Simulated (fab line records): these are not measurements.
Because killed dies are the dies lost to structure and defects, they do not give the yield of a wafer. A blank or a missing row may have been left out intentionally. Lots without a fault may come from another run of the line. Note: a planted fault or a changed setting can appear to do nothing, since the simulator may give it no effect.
fab line records	flow n5Finfet
record: lots: 7	wafers: 39
route steps=1938 shown ZERO_LAYER@4 SD_EPI_N@279 GATE_CUT@490 BEOL_M1@754
startH: start of the lot's first displayed wafer, in hours after the record's first day	waitH: how many hours have passed since the lot's step before this one	" the same as in the row above	L1.1+2: a row that stands for several wafers	- no value, or no start given	* or withheld: withheld	< > ~ a bound
route shown NAME@n: names a module that has steps shown in the file, with the first one's number in the route	usual: mean and standard deviation over wafers with no fault	same: alike in all rows	chamber/n: place in a boat	sites: per-site readings	_std_site: how widely they spread, as a standard deviation	_edge_site: the outer-site mean with the inner-site mean subtracted	radiusMm: for every site, how far away it sits from the centre of the wafer	mask NAME#n: copy n	behind: the most recent tool/chamber to have shaped the wafer	hold: reason for holding the lot/hours on hold/outcome of the hold	device: names the non-switching transistor (n, p or np)	end of line: tests of these same wafers at the route's end	for a step that has no rows: nothing shown but its recipe	killed: at the first sort, the dies lost to defects and structure; wafer yield is something else	map: shows each die of a wafer: x if killed, . if not, _ if none is there
set.NAME: the setting the step ran with; set.NAME@STEP: the setting that earlier step ran with	model.NAME: the simulator's own value behind a step, which no gauge read
lots run with intentionally changed settings; tables by step, rows by wafer
== steps ==
step: N5_ZERO_LAYER_PECVD_02
recipe: material: SiO2	targetThkA: 100	tempC: 400	precursor: SiH4/N2O	pressureTorr: 0.75	rfW: 275	timeS: 6
lot.wafer	tool	chamber	startH	waitH	set.timeS	model.SiO2_of_ZERO_LAYER_PECVD_02.thkNm
L076.1	pecvd-01	0	24.28	0.0	6	9.897
L076.2	"	2	"	"	6	9.655
L076.3	"	1	"	"	6	9.825
L076.4	"	0	"	"	6	9.97
L076.5	"	2	"	"	6	9.735
L076.6	"	1	"	"	6	9.888
L077.1	pecvd-03	0	30.28	0.0	6	9.995
L077.2	"	1	"	"	3.643	5.961
L077.3	"	1	"	"	3.643	6.074
L077.4	"	0	"	"	6	10.03
L077.5	"	0	"	"	3.643	6.219
L077.6	"	1	"	"	6	9.997
L080.1	pecvd-03	0	48.28	0.0	6	9.92
L080.2	"	1	"	"	9.204	15.03
L080.3	"	1	"	"	9.204	15.34
L080.4	"	0	"	"	6	9.974
L080.5	"	0	"	"	9.204	15.29
L080.6	"	1	"	"	6	9.849
L084.1	pecvd-02	0	72.28	0.0	6	10.02
L084.2	"	2	"	"	4.511	7.285
L084.3	"	1	"	"	4.511	7.609
L084.4	"	1	"	"	6	10.06
L084.5	"	2	"	"	4.511	7.391
L084.6	"	0	"	"	6	10.24
L086.1	pecvd-02	2	84.28	0.0	6	9.657
L086.2	"	1	"	"	6	9.954
L086.3	"	0	"	"	6	9.914
L093.1	pecvd-02	1	126.30	0.0	6	9.654
L093.2	"	0	"	"	6	10
L093.3	"	2	"	"	2.792	4.478
L093.4	"	0	"	"	2.792	4.7
L093.5	"	1	"	"	2.792	4.394
L093.6	"	2	"	"	6	9.92
L095.1	pecvd-01	2	138.28	0.0	6	9.788
L095.2	"	0	"	"	4.299	6.945
L095.3	"	1	"	"	6	9.924
L095.4	"	0	"	"	6	9.766
L095.5	"	2	"	"	4.299	7.001
L095.6	"	1	"	"	4.299	7.217
step: N5_SD_EPI_N_ETCH_16
recipe: chemistry: CHF3/O2	target: SiO2	targetDepthA: 50	maskMaterial: SOC	pressureMtorr: 30	sourceW: 650	biasW: 170	Ar_flow_sccm: 200	CHF3_flow_sccm: 50	O2_flow_sccm: 5	ionEnergyEv: 200
lot.wafer	tool	chamber	startH	waitH	set.targetDepthA	model.etch.depthNm
L076.1	rieDiel-06	1	60.68	0.1	50	5.263
L076.2	"	0	"	"	50	5.086
L076.3	"	3	"	"	50	5.047
L076.4	"	0	"	"	59.86	6.126
L076.5	"	1	"	"	59.86	6.296
L076.6	"	3	"	"	59.86	6.086
L077.1	rieDiel-04	0	69.08	0.1	32.73	3.249
L077.2	"	2	"	"	32.73	3.345
L077.3	"	3	"	"	50	5.135
L077.4	"	2	"	"	32.73	3.343
L077.5	"	0	"	"	50	4.988
L077.6	"	3	"	"	50	5.128
L080.1	rieDiel-04	1	90.00	0.1	50	4.883
L080.2	"	0	"	"	50	4.982
L080.3	"	2	"	"	50	5.106
L080.4	"	3	"	"	50	5.177
L080.5	"	3	"	"	50	5.142
L080.6	"	2	"	"	50	5.088
L084.1	rieDiel-06	2	115.70	0.1	50	5.045
L084.2	"	1	"	"	50	5.24
L084.3	"	3	"	"	40.09	3.977
L084.4	"	0	"	"	40.09	4.041
L084.5	"	3	"	"	50	5.001
L084.6	"	2	"	"	40.09	4.001
L086.1	rieDiel-05	2	125.27	0.1	50	5.157
L086.2	"	3	"	"	50	4.898
L086.3	"	1	"	"	50	5.095
L093.1	rieDiel-06	1	171.27	0.1	50	5.227
L093.2	"	3	"	"	50	4.956
L093.3+6	"	0	"	"	50	4.93
L093.4	"	1	"	"	50	5.202
L093.5	"	3	"	"	50	4.975
L095.1	rieDiel-06	1	179.84	0.1	50	5.281
L095.2	"	2	"	"	50	5.01
L095.3	"	3	"	"	50	5.064
L095.4	"	0	"	"	50	4.974
L095.5	"	3	"	"	50	5.042
L095.6	"	0	"	"	50	4.989
step: N5_GATE_CUT_DESCUM_18
recipe: chemistry: O2	timeS: 7	sourcePowerW: 50	biasPowerW: 20	pressureMtorr: 20	rfFrequencyHz: 2.712e+07	tempC: 40	resist: CAR-EUV	o2FlowSccm: 225
lot.wafer	tool	chamber	startH	waitH	set.timeS	model.CAR-EUV_of_GATE_CUT_COAT_07.thkNm
L076.1+2+5+6	rieDiel-01	3,1,3,2	93.26	0.0	7	26
L076.3+4	"	0,2	"	"	7	26.2
L077.1	rieDiel-01	1	102.58	0.0	7	26.2
L077.2+6	"	0,1	"	"	9.593	24.8
L077.3+5	"	2,0	"	"	7	26
L077.4	"	3	"	"	9.593	24.6
L080.1+6	rieDiel-02	3,1	122.93	0.0	7	26
L080.2+3+4	"	2,1,0	"	"	3.742	27.6
L080.5	"	2	"	"	7	26.2
L084.1+6	rieDiel-01	3	150.65	0.0	5.131	26.8
L084.2	"	2	"	"	5.131	27
L084.3+4+5	"	0,1,0	"	"	7	26
L086.1+2+3	rieDiel-03	3,2,1	158.73	0.0	7	26.2
L093.1+3	rieDiel-01	1,2	207.11	0.0	7	26
L093.2	"	0	"	"	8.753	25.2
L093.4+5	"	3	"	"	8.753	25
L093.6	"	2	"	"	7	26.2
L095.1+2+3	rieDiel-03	3,2,1	213.16	0.0	10.1	24.6
L095.4+5	"	0,3	"	"	7	26.2
L095.6	"	2	"	"	7	26
step: N5_GATE_CUT_ETCH_28
recipe: chemistry: N2/H2	target: underlayer	targetDepthA: 130	maskMaterial: CAR-EUV	timeS: 10.4	ionEnergyEv: 200	pressureMtorr: 30	sourceW: 840	biasW: 150	n2FlowSccm: 200	h2FlowSccm: 200	ends: cleared
lot.wafer	tool	chamber	startH	waitH	set.timeS@GATE_CUT_DESCUM_18	model.CAR-EUV_of_GATE_CUT_COAT_07.thkNm
L076.1+5+6	rieDiel-01	3,3,2	93.30	0.0	7	14.6
L076.2+3+4	"	1,0,2	"	"	7	14.8
L077.1+5	rieDiel-01	1,0	102.61	0.0	7	14.8
L077.2	"	0	"	"	9.593	13.4
L077.3	"	2	"	"	7	14.6
L077.4	"	3	"	"	9.593	13.2
L077.6	"	1	"	"	9.593	13.6
L080.1	rieDiel-02	3	122.96	0.0	7	14.4
L080.2+4	"	2,0	"	"	3.742	16
L080.3	"	1	"	"	3.742	16.2
L080.5+6	"	2,1	"	"	7	14.6
L084.1+2+6	rieDiel-01	3,2,3	150.68	0.0	5.131	15.4
L084.3+5	"	0	"	"	7	14.6
L084.4	"	1	"	"	7	14.8
L086.1	rieDiel-03	3	158.76	0.0	7	14.6
L086.2+3	"	2,1	"	"	7	14.8
L093.1	rieDiel-01	1	207.15	0.0	7	14.8
L093.2	"	0	"	"	8.753	14
L093.3+6	"	2	"	"	7	14.6
L093.4+5	"	3	"	"	8.753	13.6
L095.1	rieDiel-03	3	213.20	0.0	10.1	13
L095.2+3	"	2,1	"	"	10.1	13.2
L095.4	"	0	"	"	7	14.8
L095.5+6	"	3,2	"	"	7	14.6
step: N5_BEOL_M1_HM_DEP_02
recipe: material: TiN	targetThkA: 200	tempC: 25	chamberPressurePa: 0.49996
lot.wafer	tool	chamber	startH	waitH	set.targetThkA	model.TiN_of_BEOL_M1_HM_DEP_02.thkNm
L076.1+3	pvdSputter-02	-	127.86	1.6	200	19.6
L076.2	"	-	"	"	200	20.2
L076.4	"	-	"	"	200	20
L076.5	"	-	"	"	200	19.8
L076.6	"	-	"	"	200	19.4
L077.1+5	pvdSputter-03	-	143.37	0.0	314.7	31.2
L077.2+4	"	-	"	"	200	19.8
L077.3	"	-	"	"	200	19.2
L077.6	"	-	"	"	314.7	30.8
L080.1+2+4+5	pvdSputter-03	-	167.94	1.5	200	20
L080.3	"	-	"	"	200	19.6
L080.6	"	-	"	"	200	19.8
L084.1	pvdSputter-03	-	189.36	1.4	200	19.8
L084.2+3	"	-	"	"	276.8	27.6
L084.4	"	-	"	"	276.8	27.2
L084.5	"	-	"	"	200	19.4
L084.6	"	-	"	"	200	20
L086.1	pvdSputter-01	-	193.06	0.1	200	20.2
L086.2+3	"	-	"	"	200	20
L093.1	pvdSputter-01	-	249.00	4.0	315.6	31.4
L093.2+3	"	-	"	"	200	20.2
L093.4+6	"	-	"	"	315.6	31
L093.5	"	-	"	"	200	20
L095.1+6	pvdSputter-01	-	253.63	0.1	200	19.8
L095.2+5	"	-	"	"	241.9	24.4
L095.3	"	-	"	"	200	20.4
L095.4	"	-	"	"	241.9	24.6
step: N5_BEOL_M1_COAT_61
recipe: resist: SOC	tempC: 250	timeS: 60	spinRpm: 1500	resistThkNm: 60
step: N5_BEOL_M1_COAT_62
recipe: resist: SiARC	tempC: 220	timeS: 60	spinRpm: 1500	resistThkNm: 12
step: N5_BEOL_M1_STRIP_75
recipe: chemistry: N2/H2	tempC: 40	n2FlowSccm: 200	h2FlowSccm: 200	rfFrequencyHz: 6e+07
step: N5_BEOL_M1_STRIP_66
recipe: chemistry: CF4	resist: SiARC	powerW: 300	biasPowerW: 75	pressureMtorr: 50	cf4FlowSccm: 150	rfFrequencyHz: 6e+07
step: N5_BEOL_M1_HM_OPEN_17
recipe: chemistry: Cl2/BCl3	targetDepthA: 200	overetchA: 60	target: TiN	maskMaterial: SOC	ionEnergyEv: 150	pressureMtorr: 10	icpW: 1000	biasW: 126	Cl2_flow_sccm: 53.25	bcl3FlowSccm: 21.75	Ar_flow_sccm: 25
lot.wafer	tool	chamber	startH	waitH	set.targetThkA@BEOL_M1_HM_DEP_02	model.etch.depthNm
L076.1	rieMetal-02	1	128.62	0.0	200	19.67
L076.2	"	0	"	"	200	20.18
L076.3	"	1	"	"	200	19.62
L076.4	"	0	"	"	200	19.97
L076.5	"	0	"	"	200	19.81
L076.6	"	1	"	"	200	19.48
L077.1	rieMetal-02	0	144.25	0.0	314.7	24.74
L077.2	"	1	"	"	200	19.75
L077.3	"	1	"	"	200	19.25
L077.4	"	0	"	"	200	19.87
L077.5	"	1	"	"	314.7	26.31
L077.6	"	0	"	"	314.7	24.85
L080.1+4	rieMetal-01	0,1	171.00	0.0	200	20
L080.2+5	"	1	"	"	200	20.07
L080.3	"	0	"	"	200	19.52
L080.6	"	0	"	"	200	19.87
L084.1	rieMetal-03	1	190.24	0.0	200	19.79
L084.2	"	0	"	"	276.8	24.98
L084.3	"	1	"	"	276.8	26.54
L084.4	"	0	"	"	276.8	24.94
L084.5	"	0	"	"	200	19.37
L084.6	"	1	"	"	200	20
L086.1	rieMetal-01	0	193.82	0.0	200	20.23
L086.2	"	1	"	"	200	20.02
L086.3	"	1	"	"	200	20.1
L093.1	rieMetal-02	1	249.88	0.0	315.6	26.73
L093.2	"	0	"	"	200	20.28
L093.3	"	0	"	"	200	20.2
L093.4	"	1	"	"	315.6	26.76
L093.5	"	0	"	"	200	20.08
L093.6	"	1	"	"	315.6	26.72
L095.1	rieMetal-03	0	254.39	0.0	200	19.76
L095.2	"	1	"	"	241.9	24.32
L095.3	"	0	"	"	200	20.31
L095.4	"	1	"	"	241.9	24.54
L095.5	"	0	"	"	241.9	24.38
L095.6	"	1	"	"	200	19.71
step: N5_BEOL_M1_STRIP_19
recipe: chemistry: O2	powerW: 400	tempC: 40	pressureMtorr: 30	rfFrequencyHz: 6e+07	biasPowerW: 0	overashFraction: 0.2	o2FlowSccm: 225
step: N5_BEOL_M1_ETCH_69
recipe: chemistry: CF4	target: SiARC	targetDepthA: 156	maskMaterial: CAR-EUV	timeS: 26	ionEnergyEv: 80	pressureMtorr: 40	sourceW: 545	biasW: 36	Ar_flow_sccm: 100	cf4FlowSccm: 100	ends: cleared
step: N5_BEOL_M1_ALD_98
recipe: material: SiO2	targetThkA: 25	tempC: 100	aldPrecursorFamily: BDEAS	aldCoReactant: O2-plasma	pulseTimeS: 1	coReactantPulseTimeS: 1	purgeTimeS: 2	coReactantPurgeTimeS: 2	aldCycles: 17	pressureTorr: 2
step: N5_BEOL_M1_ETCHBACK_99
recipe: chemistry: CHF3	target: SiO2	targetDepthA: 50	timeS: 10.4	sourceW: 215	biasW: 47	Ar_flow_sccm: 200	CHF3_flow_sccm: 12	ionEnergyEv: 100	pressureMtorr: 30
usual: oesProductAu: 0.76/0.076
lot.wafer	tool	chamber	startH	waitH	set.targetThkA@BEOL_M1_HM_DEP_02	oesProductAu
L076.1	rieDiel-02	2	142.33	12.9	200	0.74
L076.2	"	3	"	"	200	0.84
L076.3	"	0	"	"	200	0.66
L076.4	"	1	"	"	200	0.77
L076.5	"	0	"	"	200	0.66
L076.6	"	3	"	"	200	0.84
L077.1	rieDiel-02	3	146.77	1.3	314.7	0.32
L077.2	"	2	"	"	200	0.74
L077.3	"	0	"	"	200	0.66
L077.4	"	1	"	"	200	0.77
L077.5	"	3	"	"	314.7	0.32
L077.6	"	2	"	"	314.7	0.29
L080.1	rieDiel-01	2	173.05	0.2	200	0.74
L080.2	"	0	"	"	200	0.74
L080.3	"	3	"	"	200	0.72
L080.4	"	1	"	"	200	0.75
L080.5	"	0	"	"	200	0.74
L080.6	"	1	"	"	200	0.75
L084.1	rieDiel-01	2	194.11	1.5	200	0.73
L084.2	"	1	"	"	276.8	0.50
L084.3	"	3	"	"	276.8	0.69
L084.4	"	0	"	"	276.8	0.56
L084.5	"	1	"	"	200	0.74
L084.6	"	2	"	"	200	0.73
L086.1	rieDiel-02	0	199.92	5.0	200	0.93
L086.2	"	1	"	"	200	0.75
L086.3	"	3	"	"	200	0.81
L093.1	rieDiel-02	2	257.47	6.7	315.6	0.29
L093.2	"	3	"	"	200	0.81
L093.3	"	0	"	"	200	0.90
L093.4	"	1	"	"	315.6	0.31
L093.5	"	0	"	"	200	0.90
L093.6	"	1	"	"	315.6	0.31
L095.1	rieDiel-03	0	259.18	3.6	200	0.72
L095.2	"	2	"	"	241.9	0.94
L095.3	"	3	"	"	200	0.72
L095.4	"	3	"	"	241.9	0.73
L095.5	"	0	"	"	241.9	0.72
L095.6	"	2	"	"	200	0.95
step: N5_BEOL_M1_ETCH_70
recipe: chemistry: N2/H2	target: SOC	targetDepthA: 800	overetchA: 160	maskMaterial: SiARC	tempC: 40	timeS: 120	ionEnergyEv: 200	pressureMtorr: 30	sourceW: 840	biasW: 150	n2FlowSccm: 200	h2FlowSccm: 200
step: N5_BEOL_M1_STRIP_71
recipe: chemistry: N2/H2	tempC: 40	n2FlowSccm: 200	h2FlowSccm: 200	rfFrequencyHz: 6e+07
step: N5_BEOL_M1_STRIP_78
recipe: chemistry: N2/H2	tempC: 40	n2FlowSccm: 200	h2FlowSccm: 200	rfFrequencyHz: 6e+07
step: N5_BEOL_M1_VIA_ETCH_34
recipe: chemistry: C4F6/O2	targetDepthA: 678	maskMaterial: SOC	pressureMtorr: 15	ionEnergyEv: 250	taperDeg: 4	timeS: 64.4	sourceW: 350	biasW: 170	Ar_flow_sccm: 300	C4F6_flow_sccm: 10	O2_flow_sccm: 10
usual: oesProductAu: 0.76/0.076
lot.wafer	tool	chamber	startH	waitH	set.targetThkA@BEOL_M1_HM_DEP_02	oesProductAu
L076.1	rieDiel-02	2	142.47	0.0	200	0.74
L076.2	"	3	"	"	200	0.85
L076.3	"	0	"	"	200	0.66
L076.4	"	1	"	"	200	0.77
L076.5	"	0	"	"	200	0.66
L076.6	"	3	"	"	200	0.83
L077.1	rieDiel-02	3	146.91	0.0	314.7	0.32
L077.2	"	2	"	"	200	0.74
L077.3	"	0	"	"	200	0.66
L077.4	"	1	"	"	200	0.77
L077.5	"	3	"	"	314.7	0.32
L077.6	"	2	"	"	314.7	0.29
L080.1	rieDiel-01	2	173.19	0.0	200	0.74
L080.2	"	0	"	"	200	0.74
L080.3	"	3	"	"	200	0.74
L080.4	"	1	"	"	200	0.76
L080.5	"	0	"	"	200	0.75
L080.6	"	1	"	"	200	0.76
L084.1	rieDiel-01	2	194.24	0.0	200	0.73
L084.2	"	1	"	"	276.8	0.50
L084.3	"	3	"	"	276.8	0.70
L084.4	"	0	"	"	276.8	0.57
L084.5	"	1	"	"	200	0.74
L084.6	"	2	"	"	200	0.74
L086.1	rieDiel-02	0	200.06	0.0	200	0.93
L086.2	"	1	"	"	200	0.75
L086.3	"	3	"	"	200	0.81
L093.1	rieDiel-02	2	257.61	0.0	315.6	0.29
L093.2	"	3	"	"	200	0.81
L093.3	"	0	"	"	200	0.90
L093.4	"	1	"	"	315.6	0.30
L093.5	"	0	"	"	200	0.91
L093.6	"	1	"	"	315.6	0.31
L095.1	rieDiel-03	0	259.31	0.0	200	0.71
L095.2	"	2	"	"	241.9	0.93
L095.3	"	3	"	"	200	0.72
L095.4	"	3	"	"	241.9	0.72
L095.5	"	0	"	"	241.9	0.71
L095.6	"	2	"	"	200	0.94
step: N5_BEOL_M1_STRIP_83
recipe: chemistry: C4F6/O2	resist: SiARC	rfFrequencyHz: 6e+07
step: N5_BEOL_M1_STRIP_36
recipe: chemistry: N2/H2	powerW: 450	tempC: 40	pressureMtorr: 20	rfFrequencyHz: 6e+07	overashFraction: 0.3	biasPowerW: 7	h2Frac: 0.5	n2FlowSccm: 200	h2FlowSccm: 200
step: N5_BEOL_M1_TRENCH_ETCH_37
recipe: chemistry: C4F6/O2	targetDepthA: 552.07	target: SiOC	timeS: 29	ionEnergyEv: 250	pressureMtorr: 30	sourceW: 355	biasW: 185	Ar_flow_sccm: 300	C4F6_flow_sccm: 10	O2_flow_sccm: 10
step: N5_BEOL_M1_ETCH_41
recipe: chemistry: CH3F/O2	target: SiCN	targetDepthA: 319	taperDeg: 2	timeS: 57.8	ionEnergyEv: 120	maskMaterial: TiN	pressureMtorr: 30	sourceW: 395	biasW: 75	Ar_flow_sccm: 150	CH3F_flow_sccm: 30	O2_flow_sccm: 20
usual: oesProductAu: 0.76/0.077
lot.wafer	tool	chamber	startH	waitH	set.targetThkA@BEOL_M1_HM_DEP_02	oesProductAu
L076.1	rieDiel-02	2	-	-	200	0.75
L076.2	"	3	"	"	200	0.84
L076.3	"	0	"	"	200	0.66
L076.4	"	1	"	"	200	0.78
L076.5	"	0	"	"	200	0.67
L076.6	"	3	"	"	200	0.85
L077.1	rieDiel-02	3	-	-	314.7	0.31
L077.2	"	2	"	"	200	0.73
L077.3	"	0	"	"	200	0.66
L077.4	"	1	"	"	200	0.77
L077.5	"	3	"	"	314.7	0.32
L077.6	"	2	"	"	314.7	0.28
L080.1	rieDiel-01	2	-	-	200	0.74
L080.2	"	0	"	"	200	0.74
L080.3	"	3	"	"	200	0.73
L080.4	"	1	"	"	200	0.76
L080.5	"	0	"	"	200	0.75
L080.6	"	1	"	"	200	0.76
L084.1	rieDiel-01	2	-	-	200	0.73
L084.2	"	1	"	"	276.8	0.51
L084.3	"	3	"	"	276.8	0.70
L084.4	"	0	"	"	276.8	0.57
L084.5	"	1	"	"	200	0.75
L084.6	"	2	"	"	200	0.74
L086.1	rieDiel-02	0	-	-	200	0.94
L086.2	"	1	"	"	200	0.75
L086.3	"	3	"	"	200	0.81
L093.1	rieDiel-02	2	-	-	315.6	0.29
L093.2	"	3	"	"	200	0.82
L093.3	"	0	"	"	200	0.90
L093.4	"	1	"	"	315.6	0.30
L093.5	"	0	"	"	200	0.92
L093.6	"	1	"	"	315.6	0.30
L095.1	rieDiel-03	0	-	-	200	0.72
L095.2	"	2	"	"	241.9	0.93
L095.3	"	3	"	"	200	0.72
L095.4	"	3	"	"	241.9	0.71
L095.5	"	0	"	"	241.9	0.70
L095.6	"	2	"	"	200	0.94
step: N5_BEOL_M1_STRIP_97
recipe: chemistry: N2/H2	timeS: 10	powerW: 450	tempC: 40	pressureMtorr: 20	rfFrequencyHz: 6e+07	biasPowerW: 7	n2FlowSccm: 200	h2FlowSccm: 200
step: N5_BEOL_M1_OCD_MEAS_38
usual: trenchDepthNm: 54.6/1.2
lot.wafer	tool	chamber	startH	waitH	set.targetThkA@BEOL_M1_HM_DEP_02	trenchDepthNm
L076.1	ocd-02	-	142.73	-	200	53.4
L076.2	"	-	"	"	200	56.5
L076.3	"	-	"	"	200	53.6
L076.4	"	-	"	"	200	54.9
L076.5	"	-	"	"	200	53.0
L076.6	"	-	"	"	200	56.3
L077.1	ocd-01	-	147.16	-	314.7	-
L077.2	"	-	"	"	200	53.5
L077.3	"	-	"	"	200	53.2
L077.4	"	-	"	"	200	54.6
L077.5	"	-	"	"	314.7	0
L077.6	"	-	"	"	314.7	-
L080.1	ocd-02	-	173.44	-	200	53.8
L080.2	"	-	"	"	200	54.9
L080.3	"	-	"	"	200	55.9
L080.4	"	-	"	"	200	54.0
L080.5	"	-	"	"	200	54.6
L080.6	"	-	"	"	200	54.1
L084.1	ocd-02	-	194.50	-	200	54.8
L084.2	"	-	"	"	276.8	26.4
L084.3	"	-	"	"	276.8	53.2
L084.4	"	-	"	"	276.8	34.4
L084.5	"	-	"	"	200	55.0
L084.6	"	-	"	"	200	54.0
L086.1	ocd-01	-	200.31	-	200	55.8
L086.2	"	-	"	"	200	53.9
L086.3	"	-	"	"	200	54.7
L093.1	ocd-02	-	257.86	-	315.6	1.2
L093.2	"	-	"	"	200	56.2
L093.3	"	-	"	"	200	55.1
L093.4	"	-	"	"	315.6	2.6
L093.5	"	-	"	"	200	55.5
L093.6	"	-	"	"	315.6	1.9
L095.1	ocd-01	-	259.57	-	200	54.2
L095.2	"	-	"	"	241.9	57.3
L095.3	"	-	"	"	200	53.1
L095.4	"	-	"	"	241.9	52.3
L095.5	"	-	"	"	241.9	54.7
L095.6	"	-	"	"	200	57.3
== key ==
split: step: N5_ZERO_LAYER_PECVD_02	setting: timeS	stated: 6	by: wafer
response: step: N5_ZERO_LAYER_PECVD_02	reading: model.SiO2_of_ZERO_LAYER_PECVD_02.thkNm	change: +0.1	per: 1%	r: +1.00
split: step: N5_SD_EPI_N_ETCH_16	setting: targetDepthA	stated: 50	by: wafer
response: step: N5_SD_EPI_N_ETCH_16	reading: model.etch.depthNm	change: +0.0523	per: 1%	r: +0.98
split: step: N5_GATE_CUT_DESCUM_18	setting: timeS	stated: 7	by: wafer
response: step: N5_GATE_CUT_DESCUM_18	reading: model.CAR-EUV_of_GATE_CUT_COAT_07.thkNm	change: -0.0346	per: 1%	r: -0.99
response: step: N5_GATE_CUT_ETCH_28	reading: model.CAR-EUV_of_GATE_CUT_COAT_07.thkNm	change: -0.0339	per: 1%	r: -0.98
split: step: N5_BEOL_M1_HM_DEP_02	setting: targetThkA	stated: 200	by: wafer
response: step: N5_BEOL_M1_HM_DEP_02	reading: model.TiN_of_BEOL_M1_HM_DEP_02.thkNm	change: +0.197	per: 1%	r: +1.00
response: step: N5_BEOL_M1_HM_OPEN_17	reading: model.etch.depthNm	change: +0.119	per: 1%	r: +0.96
response: step: N5_BEOL_M1_ETCHBACK_99	reading: oesProductAu	change: -0.00731	per: 1%	r: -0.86
response: step: N5_BEOL_M1_VIA_ETCH_34	reading: oesProductAu	change: -0.0073	per: 1%	r: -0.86
response: step: N5_BEOL_M1_ETCH_41	reading: oesProductAu	change: -0.00744	per: 1%	r: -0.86
response: step: N5_BEOL_M1_OCD_MEAS_38	reading: trenchDepthNm	change: -0.766	per: 1%	r: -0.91
